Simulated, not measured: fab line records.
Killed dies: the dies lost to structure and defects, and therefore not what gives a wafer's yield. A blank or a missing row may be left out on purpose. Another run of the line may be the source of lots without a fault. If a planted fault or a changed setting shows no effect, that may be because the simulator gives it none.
A struck lot beside a sound one    flow n5_finfet    20 steps out of a route of 1938
Sound: these wafers, L722.1, L722.2, L722.5. The struck wafers were L731.1, L731.2, L731.5. At the end, the cause is stated.
For every step that has rows: the tool of each side, followed by ch and its chambers, followed by its first start. Under that, the readings that differ: sound wafers    struck wafers    difference of the means    sigmas: that difference in standard deviations of wafers without a fault.
alike: readings with means less than 2 such deviations apart, plus words and numbers identical on both sides. not compared: withheld readings, readings lacking a value on some wafer, bounds such as >300 that could conceal the same value, and numbers that have no deviation in the record and whose values overlap.
A row with sigmas, a row that says differs or no value, or rows on one side alone: a step with any of these is where the two part. When numbers do not overlap yet have no deviation, they are printed without sigmas and do not part them. A reading that every wafer of one side lacks parts them only if that side has two wafers or more.

first, 6 steps without rows for these wafers: N5_BEOL_M3_COAT_05 (resist thk 30 nm); N5_BEOL_M3_EBR_07; N5_BEOL_M3_SOFTBAKE_06 (time 60 s); N5_BEOL_M3_EXPOSE_08 (exposes mask M3); N5_BEOL_M3_PEB_09 (peb time 60 s); N5_BEOL_M3_DEVELOP_10 (develop time 30 s).
N5_BEOL_M3_CD_MEAS_11: target cd 17.05 nm.
  sound on cd_sem-03 ch 0, day 7 01:25; struck on cd_sem-01 ch 0, day 9 06:56
  alike: cd_nm
N5_BEOL_M3_OVL_MEAS_12:
  sound on overlay-01 ch 0, day 7 01:26; struck on overlay-02 ch 0, day 9 06:58
  alike: M3_OVL
N5_BEOL_M3_INSPECT_13: inspects for defects (brightfield).
  sound: defect_inspect-02 at day 7 01:30; struck: defect_inspect-02 at day 9 07:02
  alike: raw_defect_count
N5_BEOL_M3_DESCUM_16: chemistry O2, time 7 s.
  sound on rie_diel-03 ch 0,1,3, day 7 01:32; struck on rie_diel-03 ch 0,1,3, day 9 07:04
  alike: drypump_motor_current_A, oes_product_au, rf_vpp_V, showerhead_plenum_p_Torr, throttle_valve_pct
  not compared: rf_hours_counter_h
N5_BEOL_M3_ETCH_74: etches underlayer in N2/H2, target depth 6.5 nm, time 5.2 s.
  sound on rie_diel-03 ch 0,1,3, day 7 01:34; struck on rie_diel-03 ch 0,1,3, day 9 07:06
  alike: drypump_motor_current_A, etch_rf_on_time_s, oes_product_au, rf_vpp_V, showerhead_plenum_p_Torr, throttle_valve_pct
  not compared: rf_hours_counter_h
N5_BEOL_M3_ETCH_63: etches SiARC in CF4, target depth 15.6 nm, time 26 s.
  sound on rie_diel-03 ch 0,1,3, day 7 01:35; struck on rie_diel-03 ch 0,1,3, day 9 07:07
  alike: drypump_motor_current_A, etch_rf_on_time_s, oes_product_au, rf_vpp_V, showerhead_plenum_p_Torr, throttle_valve_pct
  not compared: rf_hours_counter_h
N5_BEOL_M3_ETCH_64: etches SOC in N2/H2, target depth 75 nm, overetch 15 nm, time 112.5 s.
  sound on rie_diel-03 ch 0,1,3, day 7 01:37; struck on rie_diel-03 ch 0,1,3, day 9 07:08
reading                                     sound        struck       difference  sigmas
model.SiARC_of_BEOL_M3_COAT_62.thk_nm (nm)  6.6 7.2 6.8  4.6 5.2 4.6  -2.1        
model.BEOL_M3.cd_offset_nm (nm)             0 0 -0.2     0.6 0.8 0.4  +0.7        
  alike: drypump_motor_current_A, oes_product_au, rf_vpp_V, showerhead_plenum_p_Torr, throttle_valve_pct
  not compared: rf_hours_counter_h
then, 2 steps without rows for these wafers: N5_BEOL_M3_STRIP_65 (strips in N2/H2); N5_BEOL_M3_STRIP_75 (strips in N2/H2).
N5_BEOL_M3_STRIP_66: strips in CF4.
  sound on rie_diel-03 ch 0,1,3, day 7 01:44; struck on rie_diel-03 ch 0,1,3, day 9 07:16
  alike: drypump_motor_current_A, oes_product_au, rf_vpp_V, showerhead_plenum_p_Torr, throttle_valve_pct
  not compared: rf_hours_counter_h
N5_BEOL_M3_HM_OPEN_17: chemistry Cl2/BCl3, target TiN, target depth 20 nm, overetch 6 nm.
  sound on rie_metal-01 ch 0,1, day 7 01:47; struck on rie_metal-02 ch 1, day 9 07:26
reading                          sound              struck             difference  sigmas
throttle_valve_pct (%)           22.18 21.91 21.90  22.42 22.44 22.42  +0.43       +2
model.BEOL_M3.cd_offset_nm (nm)  0 0 -0.2           0.8 1 0.4          +0.8        
  alike: drypump_motor_current_A, mfc_cl2_sccm, oes_product_au
  not compared: rf_hours_counter_h
N5_BEOL_M3_STRIP_19: strips in O2.
  sound on rie_diel-05 ch 0,1, day 7 01:54; struck on rie_diel-06 ch 1,2, day 9 07:38
  alike: drypump_motor_current_A, oes_product_au, rf_vpp_V, showerhead_plenum_p_Torr, throttle_valve_pct
  not compared: rf_hours_counter_h
N5_BEOL_M4_RC_MEAS_101:
  sound on prober-02 ch 0, day 8 01:24; struck on prober-01 ch 0, day 10 11:26
  alike: DIBL_N, DIBL_P, IOFF_N, IOFF_P, ION_N, ION_P, SS_N, SS_P, VT_N, VT_P
N5_PASSIVATION_PROBE_49:
  sound wafers here have rows in the record (prober-02, day 12 04:17); struck ones have none

## WHERE THEY PART
Earliest at N5_BEOL_M3_HM_OPEN_17; latest, in this record, at N5_PASSIVATION_PROBE_49.

WHY: what had been put in by the simulator
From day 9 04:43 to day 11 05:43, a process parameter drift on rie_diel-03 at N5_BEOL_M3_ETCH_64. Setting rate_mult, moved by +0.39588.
